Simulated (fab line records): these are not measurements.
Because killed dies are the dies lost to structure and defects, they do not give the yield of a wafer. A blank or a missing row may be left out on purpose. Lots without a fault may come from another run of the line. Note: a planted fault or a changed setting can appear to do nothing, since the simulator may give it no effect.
Struck lot and sound lot, side by side ; flow n5 finfet ; 16 steps out of a route of 1938
Sound: wafers L607.1, L607.3, L607.6. Struck: wafer L617.1 (left out: L617.5, a lot-mate that was not struck); the cause follows at the end.
For every step that has rows: the tool of each side, followed by ch and its chambers, followed by its first start. Under that, the readings that differ: sound wafers ; struck wafers ; difference of the means ; sigmas: that difference in standard deviations of wafers without a fault.
alike: readings whose means differ by less than 2 such deviations, and words and numbers that are the same on both sides. not compared: withheld readings, readings that some wafer has no value for, bounds like >300 that may hide the same value, and numbers for which the record gives no deviation and whose values overlap.
Wherever a step has rows on one side only, a row that says differs or no value, or a row with sigmas, the two part there. Numbers that have no deviation but don't overlap get no sigmas and don't part them. Lack of a reading on every wafer of one side parts them only where that side has two or more wafers.

N5_MOL_CONTACT_COAG_OVL_MEAS_85:
  sound on overlay-01 ch 0, day 5 21:17; struck on overlay-02 ch 0, day 8 07:04
  alike: VG_OVL
N5_MOL_CONTACT_COAG_INSPECT_57: inspects for defects (brightfield).
  struck on defect inspect-01, day 8 07:08; sound on defect inspect-02, day 5 21:20
  alike: raw defect count
N5_MOL_CONTACT_COAG_DESCUM_88: chemistry O2, time 7 s.
  sound on rie diel-04 ch 1,2,3, day 5 21:23; struck on rie diel-04 ch 2, day 8 07:10
  alike: drypump motor current A, oes product au, rf vpp V, showerhead plenum p Torr, throttle valve pct
  not compared: rf hours counter h
N5_MOL_CONTACT_COAG_ETCH_89: etches underlayer in N2/H2, target depth 13 nm, time 10.4 s.
  sound on rie diel-04 ch 1,2,3, day 5 21:25; struck on rie diel-04 ch 2, day 8 07:12
  alike: drypump motor current A, etch rf on time s, oes product au, rf vpp V, showerhead plenum p Torr, throttle valve pct
  not compared: rf hours counter h
N5_MOL_CONTACT_COAG_ETCH_90: etches SiARC in CF4, target depth 13 nm, time 21.7 s.
  sound on rie diel-04 ch 1,2,3, day 5 21:26; struck on rie diel-04 ch 2, day 8 07:13
  alike: drypump motor current A, etch rf on time s, mfc ar sccm, oes product au, rf vpp V, showerhead plenum p Torr, throttle valve pct
  not compared: rf hours counter h
then, 5 steps without rows for these wafers: N5_MOL_CONTACT_COAG_ALD_131 (deposits SiO2, target thk 5 nm, pulse time 1 s, co reactant pulse time 1 s); N5_MOL_CONTACT_COAG_ETCHBACK_132 (etches SiO2 in CHF3, target depth 10 nm, time 6.7 s); N5_MOL_CONTACT_COAG_ETCH_91 (etches SOC in N2/H2, target depth 60 nm, overetch 21 nm, time 101.2 s); N5_MOL_CONTACT_COAG_STRIP_92 (strips in N2/H2); N5_MOL_CONTACT_COAG_STRIP_93 (strips in N2/H2).
N5_MOL_CONTACT_COAG_ETCHBACK_135: etches SiO2 in CHF3, target depth 25 nm, time 16.7 s.
  sound on rie diel-04 ch 0,3, day 5 21:55; struck on rie diel-04 ch 1, day 8 07:36
  alike: CHF3_flow_sccm, drypump motor current A, mfc ar sccm, oes_f_703_au, oes product au, rf vpp V, showerhead plenum p Torr, throttle valve pct
  not compared: rf hours counter h
then, 1 step without rows for these wafers: N5_MOL_CONTACT_COAG_STRIP_118 (strips in CHF3).
N5_MOL_CONTACT_COAG_VIA_ETCH_46: etches SiO2 in C4F6/O2, target depth 46 nm, overetch 9.2 nm, time 40 s.
  sound on rie diel-04 ch 0,3, day 5 21:57; struck on rie diel-04 ch 1, day 8 07:38
reading;sound;struck;difference;sigmas
model.SOC_of_MOL_CONTACT_COAG_COAT_75.thk nm (nm);51.2 51.2 51;48;-3;
  alike: C4F6_flow_sccm, drypump motor current A, mfc ar sccm, oes_f_703_au, oes product au, rf vpp V, showerhead plenum p Torr, throttle valve pct
  not compared: rf hours counter h
N5_MOL_CONTACT_COAG_STRIP_96: strips in N2/H2.
  sound on rie diel-04 ch 0,3, day 5 22:01; struck on rie diel-04 ch 1, day 8 07:42
  alike: drypump motor current A, oes product au, rf vpp V, showerhead plenum p Torr, throttle valve pct
  not compared: rf hours counter h
-- here the record skips 3 days between the struck wafers' starts before and after, leaving off in module MOL_CONTACT_COAG and picking up in module BEOL_M4 (first step shown: number 1111 of the route) --
N5_BEOL_M4_RC_MEAS_101:
  sound on prober-01 ch 0, day 8 22:44; struck on prober-01 ch 0, day 11 01:32
  alike: DIBL_N, DIBL_P, IOFF_N, IOFF_P, ION_N, ION_P, SS_N, SS_P, VT_N, VT_P
-- record jumps: 4 days separate the struck wafers' starts on either side; left off in module BEOL_M4, taken up again in module PASSIVATION, whose first shown step is the route's number 1936 --
N5_PASSIVATION_PROBE_49:
  struck on prober-02, day 15 09:07; sound on prober-01, day 13 00:58
reading;sound;struck;difference;sigmas
killed_at_M4_up;13 17 21;7;-10;-2
  alike: defect limited yield, killed_at_M0_to_M3, killed at contacts, killed at front end, killed at other, killed dies, killed on rim, killed open, killed short, sort_bin_5_function, sort_bin_6_memory, sort n pass, sort yield pct

== WHERE THEY PART ==
At N5_PASSIVATION_PROBE_49 and nowhere else, as far as this record goes.

WHY: what the simulator had put in
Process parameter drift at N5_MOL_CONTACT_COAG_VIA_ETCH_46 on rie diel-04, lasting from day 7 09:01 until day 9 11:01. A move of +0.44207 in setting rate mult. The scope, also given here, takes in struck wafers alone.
